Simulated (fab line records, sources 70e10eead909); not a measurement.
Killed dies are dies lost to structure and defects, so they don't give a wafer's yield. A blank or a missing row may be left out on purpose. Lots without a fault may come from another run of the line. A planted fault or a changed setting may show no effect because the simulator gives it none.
One fault seen from 2 desks | flow nand_harc | each desk has only its own numbers; what lay behind them comes last

THE METROLOGY DESK
What the gauges read, lot by lot, whatever tool the lot ran on: means of the sampled wafers that have a number. A lot is out of limits, marked OUT, if its mean lies more than 4 standard deviations from the usual mean; the brackets give that distance.
Columns: A = cd_nm at NHARC_P_M1_CD_MEAS_16, usual 129.9 nm; B = thk_nm at NHARC_P_M1_THK_MEAS_24, usual 157.7 nm
lot  | first seen here | A     | B
L377 | day 8 02:57     | 130.1 | 157.8
L378 | day 8 07:24     | 129.9 | 158.0
L389 | day 10 23:20    | 130.7 | 157.6
L392 | day 11 16:54    | 128.6 | 156.0
L391 | day 11 18:05    | 129.8 | 157.2
This desk's finding: nothing out of limits on any of the 5 lots.

THE DEFECT DESK
What the inspections along the route counted, lot by lot: means of the sampled wafers that have a number. A lot is out of limits, marked OUT, if its mean lies more than 4 standard deviations from the usual mean; the brackets give that distance.
Columns: A = raw_defect_count at NHARC_P_M1_INSPECT_11, usual 3.7
lot  | first seen here | A
L377 | day 8 02:35     | 4.3
L378 | day 8 07:02     | 3.0
L389 | day 10 22:55    | 3.0
L392 | day 11 16:29    | 1.3
L391 | day 11 17:43    | 1.7
This desk's finding: nothing out of limits on any of the 5 lots.

PUT TOGETHER
The metrology desk saw nothing out of limits.
The defect desk saw nothing out of limits.

WHAT THE SIMULATOR HAD PUT IN
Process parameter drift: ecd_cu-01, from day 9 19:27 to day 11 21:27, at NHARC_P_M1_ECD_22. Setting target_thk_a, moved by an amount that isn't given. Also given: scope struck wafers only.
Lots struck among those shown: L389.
